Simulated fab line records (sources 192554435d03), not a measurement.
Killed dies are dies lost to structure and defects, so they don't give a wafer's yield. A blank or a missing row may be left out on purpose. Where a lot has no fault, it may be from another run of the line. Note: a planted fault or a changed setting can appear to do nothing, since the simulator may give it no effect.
2 desks looking at one fault :: flow n5-finfet :: numbers are kept per desk, each desk with only its own; the story behind them comes last

## FROM THE METROLOGY DESK
What the gauges read, lot by lot, whatever tool the lot ran on: means of the sampled wafers that have a number. The brackets show how far a lot's mean lies from the usual mean; more than 4 standard deviations puts the lot out of limits, marked OUT.
Columns: A = cd-nm at N5_PASSIVATION_CD_MEAS_44, usual 39999 nm
lot: L993
first seen here: day 13 16:26
A: 40003

lot: L996
first seen here: day 14 08:06
A: 40000

lot: L995
first seen here: day 14 09:32
A: 40001

lot: L998
first seen here: day 14 10:07
A: 40002

lot: L999
first seen here: day 14 18:19
A: 39994

lot: L101
first seen here: day 15 06:15
A: 39997

lot: L100
first seen here: day 15 09:35
A: 39994

lot: L102
first seen here: day 15 12:08
A: 40000

lot: L109
first seen here: day 17 14:43
A: 40000

lot: L111
first seen here: day 18 00:55
A: 40008

lot: L113
first seen here: day 18 19:05
A: 40006

lot: L114
first seen here: day 18 19:17
A: 40006

lot: L115
first seen here: day 19 14:23
A: 40000
This desk's verdict: no lot among the 13 shows anything out of limits.

## DESK OF THE TOOL OWNER: pvd-sputter-02
The tool's own readings at N5_BEOL_M3_SPUTTER_94 (material Cu, target thk 4.5 nm, time 8.29 s): means of the sampled wafers that have a number, for each lot that ran on this tool. The brackets show how far a lot's mean lies from the usual mean; more than 4 standard deviations puts the lot out of limits, marked OUT.
Columns: A = substrate-temp-c at N5_BEOL_M3_SPUTTER_94, usual -20.01 C; B = throttle-valve-pct at N5_BEOL_M3_SPUTTER_94, usual 30.2 %
lot: L996
first seen here: day 9 03:55
A: -20.01
B: 30.7

lot: L998
first seen here: day 9 07:50
A: -19.94
B: 30.5

lot: L101
first seen here: day 10 00:21
A: -20.16
B: 31.0

lot: L100
first seen here: day 10 16:47
A: -19.97
B: 30.4

lot: L115
first seen here: day 14 09:51
A: -20.12
B: 31.1
This desk's verdict: no lot among the 5 shows anything out of limits.

## BROUGHT TOGETHER
Nothing out of limits was seen by the metrology desk.
The tool owner's desk saw nothing out of limits.

## WHAT HAD BEEN PUT IN BY THE SIMULATOR
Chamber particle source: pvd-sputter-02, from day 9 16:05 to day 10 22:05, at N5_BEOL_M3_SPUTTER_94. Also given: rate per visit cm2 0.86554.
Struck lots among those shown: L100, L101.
